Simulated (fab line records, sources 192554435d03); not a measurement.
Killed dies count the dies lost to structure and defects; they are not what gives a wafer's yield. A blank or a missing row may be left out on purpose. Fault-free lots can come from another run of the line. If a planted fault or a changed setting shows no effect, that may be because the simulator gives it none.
8D (eight disciplines) problem report, filled in by code + flow n5 finfet + the parts of the form that need people (team, actions taken, sign-off) are left out

== 1. PROBLEM STATEMENT ==
Wafers without a fault read 3.4, standard deviation 3; killed at other at N5_PASSIVATION_PROBE_49 reads a mean of 1088.0 on 2 wafers belonging to 2 lots. That is +99 or more standard deviations from the usual mean.
The first sign was on wafer L810.3 at day 14 19:41, on prober-01. At this step, 6 wafers from 2 lots have a number in the record. By rule, "out" or "out of limits" means more than 4 standard deviations away from the usual mean. The other wafers with a number count as sound.

== 2. WHAT IT IS, AND WHAT IT ISN'T ==
| question                    | is                                                                                             | is not                                                                                                                         |
|-----------------------------|------------------------------------------------------------------------------------------------|--------------------------------------------------------------------------------------------------------------------------------|
| which readings at this step | killed at other, defect limited yield, killed dies, killed on rim, sort n pass, sort yield pct | killed_at_M0_to_M3, killed at contacts, killed at front end, killed open, killed short, sort_bin_5_function, sort_bin_6_memory |
| which lots                  | L809, L810                                                                                     | -                                                                                                                              |
| which wafers of those lots  | L809.5, L810.3                                                                                 | L809.2, L809.4, L810.2, L810.5                                                                                                 |
| read on which tools         | prober-01                                                                                      | -                                                                                                                              |
| when                        | from day 14 19:41                                                                              | up to then (1 sound wafer); but 3 sound wafers of L809, L810 came after                                                        |

== 3. THE SUSPECTS, EACH WITH WHAT RULES IT OUT ==
Counting: if a tool at a process step up to the reading ran every lot that is out, it stays a suspect. Sound lots after the first of them don't rule it out here, since some wafers of a struck lot are sound.
- pvd sputter-01 at N5_PASSIVATION_SPUTTER_20 (material TaN, target thk 50 nm): kept. It ran every lot that is out, first L810 (day 14 13:29).
- prober-01 at N5_PASSIVATION_PROBE_49: kept. It ran every lot that is out, first L810 (day 14 19:38). Out on those wafers are its own readings of defect limited yield, killed at other, killed dies, killed on rim, sort n pass, sort yield pct.
The count leaves prober-01 at N5_PASSIVATION_PROBE_49 and pvd sputter-01 at N5_PASSIVATION_SPUTTER_20.

== 4. THE CAUSE (what the simulator had put in) ==
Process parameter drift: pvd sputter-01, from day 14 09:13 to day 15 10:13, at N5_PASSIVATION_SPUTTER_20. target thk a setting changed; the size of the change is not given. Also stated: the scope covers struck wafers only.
2 suspects survive the count, and this tool is in that group.

== 5. THE CHAIN OF EFFECTS, in route order ==
One row per reading whose mean, taken over the struck wafers that have a number, lies over 3 standard deviations from the usual. Scope: only readings with a usual standard deviation given in the record; hours: median across lots of the time from each lot's start at the first step in this table that gives one to its start at this step; sigmas: change in usual standard deviations.
| hours | step                    | reading              | usual  | on struck wafers | change  | sigmas      |
|-------|-------------------------|----------------------|--------|------------------|---------|-------------|
| 0     | N5_PASSIVATION_PROBE_49 | defect limited yield | 90.9 % | 0.0              | -90.9   | -61         |
| 0     | N5_PASSIVATION_PROBE_49 | killed at other      | 3.4    | 1088.0           | +1084.6 | +99 or more |
| 0     | N5_PASSIVATION_PROBE_49 | killed dies          | 107    | 1180             | +1073   | +60         |
| 0     | N5_PASSIVATION_PROBE_49 | killed on rim        | 14     | 152              | +138    | +32         |
| 0     | N5_PASSIVATION_PROBE_49 | sort n pass          | 1073   | 0                | -1073   | -60         |
| 0     | N5_PASSIVATION_PROBE_49 | sort yield pct       | 90.9 % | 0.0              | -90.9   | -61         |
It contains these process steps:
- N5_PASSIVATION_PROBE_49

== 6. WHAT WOULD HAVE CAUGHT IT SOONER ==
The fault began at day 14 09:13; the first out-of-limits reading in this record came at day 14 19:41, 10 hours later.
Of the tool readings at N5_PASSIVATION_SPUTTER_20 for which the record gives a usual standard deviation, none was out on any struck wafer, so an alarm limit of 4 standard deviations on them would not have fired.
Lots out: 2; all had begun N5_PASSIVATION_SPUTTER_20 on pvd sputter-01 by day 14 19:41. None of them would have been spared by holding the tool at that moment.
